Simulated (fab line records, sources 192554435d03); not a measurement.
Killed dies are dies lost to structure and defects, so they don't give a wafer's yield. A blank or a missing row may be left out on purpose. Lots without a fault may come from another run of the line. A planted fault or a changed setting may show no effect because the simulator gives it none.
Chamber matching | flow n5_finfet | N5_FIN_SAQP_STRIP_55 on rie_diel-06: 4 sister chambers
The step strips in N2/H2. 8 wafers are shown with their chamber, then 7 later ones without.

WAFERS WITH THEIR CHAMBER
wafer  | chamber | showerhead_plenum_p_Torr (Torr) | drypump_motor_current_A (A)
L078.1 | 0       | 3.59                            | 5.60
L080.2 | 0       | 3.59                            | 5.58
L080.6 | 1       | 3.30                            | 5.60
L082.6 | 1       | 3.29                            | 5.62
L087.2 | 3       | 3.45                            | 5.29
L087.6 | 2       | 3.56                            | 5.77
L089.2 | 2       | 3.56                            | 5.76
L089.4 | 3       | 3.44                            | 5.26

WAFERS WITHOUT THEIR CHAMBER
wafer  | showerhead_plenum_p_Torr (Torr) | drypump_motor_current_A (A)
L089.5 | 3.29                            | 5.63
L090.2 | 3.56                            | 5.78
L090.3 | 3.58                            | 5.59
L090.4 | 3.44                            | 5.28
L094.1 | 3.28                            | 5.59
L094.2 | 3.56                            | 5.77
L094.3 | 3.57                            | 5.60

WHICH CHAMBER EACH WENT THROUGH
wafer  | from the rows above | in truth
L089.5 | 1                   | 1
L090.2 | 2                   | 2
L090.3 | 0                   | 0
L090.4 | 3                   | 3
L094.1 | 1                   | 1
L094.2 | 2                   | 2
L094.3 | 0                   | 0
Placed correctly: 7 of 7. Can't be placed from these rows: 0. Placed wrongly: 0.
How it was worked out, from the rows above alone: a wafer's distance from a chamber is the root of the sum, over the readings, of the square of ((its reading less the chamber's mean) divided by the reading's scatter). The wafer belongs to the nearest chamber; if the next one is less than 2 further off, it can't be placed. A chamber's mean is the mean of its shown wafers. The scatter: the root of (the sum of the squares of (reading less its chamber's mean) over the shown wafers, divided by (wafers less chambers)).
